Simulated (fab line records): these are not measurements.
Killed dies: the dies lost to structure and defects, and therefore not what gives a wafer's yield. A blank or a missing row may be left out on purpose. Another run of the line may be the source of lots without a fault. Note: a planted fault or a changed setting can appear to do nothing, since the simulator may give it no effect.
Split-lot experiment    flow n5 finfet    21 wafers read across 7 lots, on a route 1938 steps long

THE SPLIT
At N5_FIN_SAQP_PEB_14 (peb time 60 s), the setting peb time s was moved away from the recipe's 60 s on 8 of the 21 wafers read, by -16.2% to -8.3%. The other wafers ran this setting at the recipe's value.

FROM SPLIT TO READING: 1 step shown by the file between the two
- N5_FIN_SAQP_DEVELOP_15: develop time 30 s

THE READING
cd nm, in nm, at N5_FIN_SAQP_CD_MEAS_16 (target cd 35.6 nm). Fault-free wafers of this fab line usually give 35.8 nm, standard deviation 0.31 nm.

wafer   tool, chamber at the split  peb time s as run, s  against the recipe  cd nm, nm  against lot-mates on the recipe
L074.3  litho track-02, 0           60                    recipe              35.4       -
L074.5  litho track-02, 0           50.32                 -16.1%              38.8       +3.4
L074.6  litho track-02, 0           50.32                 -16.1%              38.5       +3.1
L079.1  litho track-04, 0           60                    recipe              35.4       -
L079.2  litho track-04, 0           60                    recipe              36.2       -
L079.4  litho track-04, 0           60                    recipe              35.7       -
L081.2  litho track-04, 0           50.28                 -16.2%              38.6       +2.5
L081.4  litho track-04, 0           60                    recipe              36.1       -
L081.6  litho track-04, 0           50.28                 -16.2%              38.9       +2.8
L082.2  litho track-04, 0           60                    recipe              35.7       -
L082.3  litho track-04, 0           60                    recipe              35.5       -
L082.6  litho track-04, 0           50.43                 -15.9%              38.3       +2.7
L084.2  litho track-03, 0           60                    recipe              36.0       -
L084.4  litho track-03, 0           60                    recipe              35.7       -
L084.5  litho track-03, 0           60                    recipe              35.2       -
L086.2  litho track-02, 0           60                    recipe              35.3       -
L086.4  litho track-02, 0           60                    recipe              35.9       -
L086.6  litho track-02, 0           53.79                 -10.4%              37.7       +2.1
L096.1  litho track-03, 0           55                    -8.3%               37.0       +1.5
L096.4  litho track-03, 0           55                    -8.3%               37.0       +1.5
L096.5  litho track-03, 0           60                    recipe              35.5       -

THE FIT
A straight line over all 21 wafers: cd nm changes by -0.183 nm for each +1% of peb time s; r = -0.98; the points scatter about the line by 0.28 nm.
The same after taking each lot's own level away (the mean of its wafers on the recipe; 21 wafers): -0.181 nm for each +1%; r = -0.98; scatter 0.27 nm.
Per that fit: largest peb time s move, reading shift of 2.9 nm.
The span of the lots' own levels, 35.40 to 36.10 nm, comes to 2.3 times the standard deviation stated above.
Hence the lot-to-lot level has little effect on the slope; both slopes agree.
Check: +3.03 nm against its lot-mates is what the line predicts for one of the wafers moved furthest among these (-16.2%) when that wafer is left out of the fit. It came out at +2.5 nm against them.

FILE'S OWN FIT
cd nm changes by -0.179 nm for each +1% of peb time s, r = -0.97.
